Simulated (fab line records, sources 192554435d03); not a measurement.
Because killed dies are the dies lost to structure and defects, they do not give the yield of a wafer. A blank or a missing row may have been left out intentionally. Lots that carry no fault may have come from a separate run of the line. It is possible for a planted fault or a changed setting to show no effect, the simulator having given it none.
Struck lot and sound lot, side by side :: flow n5 finfet :: 28 out of 1938 route steps
Sound: the wafers L332.1, L332.4, L332.5. Struck: wafers L341.1, L341.4 (left out: L341.2, a lot-mate that was not struck); the cause follows at the end.
For every step that has rows: the tool of each side, followed by ch and its chambers, followed by its first start. Under that, the readings that differ: sound wafers :: struck wafers :: difference of the means :: sigmas: that difference in standard deviations of wafers without a fault.
alike: readings whose means differ by less than 2 such deviations, and words and numbers that are the same on both sides. not compared: withheld readings, readings that some wafer has no value for, bounds like >300 that may hide the same value, and numbers for which the record gives no deviation and whose values overlap.
The two part at a step that has a row with sigmas, a row that says differs or no value, or rows on one side only. Numbers that don't overlap but have no deviation are shown without sigmas and don't part them. A reading that every wafer of one side lacks parts them only if that side has two wafers or more.

N5_STI_FIN_REVEAL_ALD_14: deposits Si3N4, target thk 3 nm.
  sound on ald sin-01 ch 0,3, day 2 17:05; struck on ald sin-04 ch 0,3, day 4 22:41
  alike: heater power w
then, 2 steps without rows for these wafers: N5_STI_FIN_REVEAL_FCVD_FILL_01 (material SiO2 flowable, target thk 312 nm, time 512.2 s); N5_STI_FIN_REVEAL_DENSIFY_02 (time 1800 s).
N5_STI_FIN_REVEAL_CMP_04: polishes, stops on Si3N4, t overpolish 4 s, target thk 131.83 nm.
  sound on cmp-01 ch 1,3, day 2 22:10; struck on cmp-02 ch 1,3, day 5 03:46
reading: time to endpoint s (s)
sound: 113 122 119
struck: 106 102
difference: -14
sigmas: -3
  alike: motor current A, overpolish run s, retaining ring pressure frac
N5_STI_FIN_REVEAL_THK_MEAS_05:
  sound: film metro-01 at day 2 22:26; struck: film metro-01 at day 5 04:01
  alike: thk nm
then, 1 step without rows for these wafers: N5_STI_FIN_REVEAL_DENSIFY_30.
N5_STI_FIN_REVEAL_ETCHBACK_08: etches SiO2 in C4F6/O2, target depth 30.5 nm, time 10.167 s.
  sound on rie diel-01 ch 1,2, day 2 22:46; struck on rie diel-01 ch 1,3, day 5 04:16
  alike: chamber pressure mTorr, drypump motor current A, oes_f_703_au, oes product au, rf fwd power W, rf vpp V, showerhead plenum p Torr, throttle valve pct
  not compared: rf hours counter h
then, 5 steps without rows for these wafers: N5_STI_FIN_REVEAL_STRIP_24 (strips in N2/H2, time 90 s); N5_STI_FIN_REVEAL_PRECLEAN_25 (cleans in SPM, time 90 s); N5_STI_FIN_REVEAL_PRECLEAN_26 (cleans in SC1, time 45 s); N5_STI_FIN_REVEAL_PRECLEAN_29 (cleans in DHF, time 30 s); N5_STI_FIN_REVEAL_SRD_12 (time 30 s).
N5_STI_FIN_REVEAL_RECESS_09: chemistry HF/NH3, target SiO2, afs cycles 11, target depth 42.5 nm, sublimation time 60 s.
  sound on vapor etch-01 ch 0,1, day 2 23:01; struck on vapor etch-01 ch 0, day 5 04:31
reading: model.etch.depth nm (nm)
sound: 42.55 42.55 42.55
struck: 56.74 56.74
difference: +14.19
sigmas: 
  alike: drypump motor current A
then, 3 steps without rows for these wafers: N5_STI_FIN_REVEAL_STRIP_16 (strips SiNx in H3PO4, target depth 23.8 nm); N5_STI_FIN_REVEAL_PRECLEAN_17 (cleans in NF3:NH3, afs cycles 1, time 20 s, sublimation time 60 s); N5_STI_FIN_REVEAL_ETCH_34 (etches Si in H2, material Si, target depth 0.97 nm).
N5_STI_FIN_REVEAL_OXIDATION_31: chemistry O2 PLASMA REMOTE, time 20 s.
  sound on plasma asher-01 ch 0,1, day 3 01:11; struck on plasma asher-01 ch 0, day 5 06:41
  alike: chamber pressure mTorr, drypump motor current A, heater power w, rf fwd power W
  not compared: rf hours counter h
then, 3 steps without rows for these wafers: N5_STI_FIN_REVEAL_PRECLEAN_32 (cleans in NF3:NH3, afs cycles 1, time 20 s, sublimation time 60 s); N5_STI_FIN_REVEAL_STRIP_35 (strips Si3N4 in H3PO4, target depth 4 nm, time 39 s); N5_STI_FIN_REVEAL_SRD_21 (time 30 s).
N5_STI_FIN_REVEAL_OXIDATION_33: chemistry O2 PLASMA REMOTE, time 20 s.
  sound on plasma asher-02 ch 1, day 3 01:33; struck on plasma asher-01 ch 0,1, day 5 07:02
  alike: chamber pressure mTorr, drypump motor current A, heater power w, rf fwd power W
  not compared: rf hours counter h
then, 2 steps without rows for these wafers: N5_STI_FIN_REVEAL_CLEAN_19 (cleans in O3/DIW, time 120 s); N5_STI_FIN_REVEAL_SRD_23 (time 30 s).
N5_STI_FIN_REVEAL_CD_MEAS_22: target cd 6.238 nm, pitch 28 nm.
  sound: cd sem-02 at day 3 01:43; struck: cd sem-03 at day 5 07:13
  alike: cd nm
N5_STI_FIN_REVEAL_FIN_H_MEAS_10:
  sound: ocd-01 at day 3 01:45; struck: ocd-02 at day 5 07:14
reading: trench depth nm (nm)
sound: 51.5 52.1 51.8
struck: 66.1 66.5
difference: +14.5
sigmas: +22
then, 1 step without rows for these wafers: N5_STI_FIN_REVEAL_PRECLEAN_18 (cleans in SC2, time 45 s).
-- a jump in the record: the struck wafers' starts before and after are 6 days apart (it breaks off in module STI_FIN_REVEAL and resumes in module BEOL_M4, where the first step shown is number 1111 of the route) --
N5_BEOL_M4_RC_MEAS_101:
  sound on prober-01 ch 0, day 9 04:15; struck on prober-02 ch 0, day 11 15:40
reading: IOFF_N (nA/um)
sound: 0.171 0.201 0.203
struck: 0.127 0.133
difference: -0.062
sigmas: -2

reading: IOFF_P (nA/um)
sound: 0.23 0.28 0.27
struck: 0.18 0.19
difference: -0.08
sigmas: -2

reading: ION_N (uA/um)
sound: 673 693 694
struck: 664 668
difference: -21
sigmas: -2

reading: VT_N (mV)
sound: 246.2 243.1 243.2
struck: 253.8 253.0
difference: +9.2
sigmas: +3

reading: VT_P (mV)
sound: -246 -245 -245
struck: -251 -253
difference: -7
sigmas: -2
  alike: DIBL_N, DIBL_P, ION_P, SS_N, SS_P
N5_PASSIVATION_PROBE_49:
  the record has rows for the sound wafers here (prober-02, day 13 03:18) and none for the struck ones

WHERE THEY PART
At N5_STI_FIN_REVEAL_CMP_04 first; at N5_PASSIVATION_PROBE_49 last (within this record only).

WHY: what had been put in by the simulator
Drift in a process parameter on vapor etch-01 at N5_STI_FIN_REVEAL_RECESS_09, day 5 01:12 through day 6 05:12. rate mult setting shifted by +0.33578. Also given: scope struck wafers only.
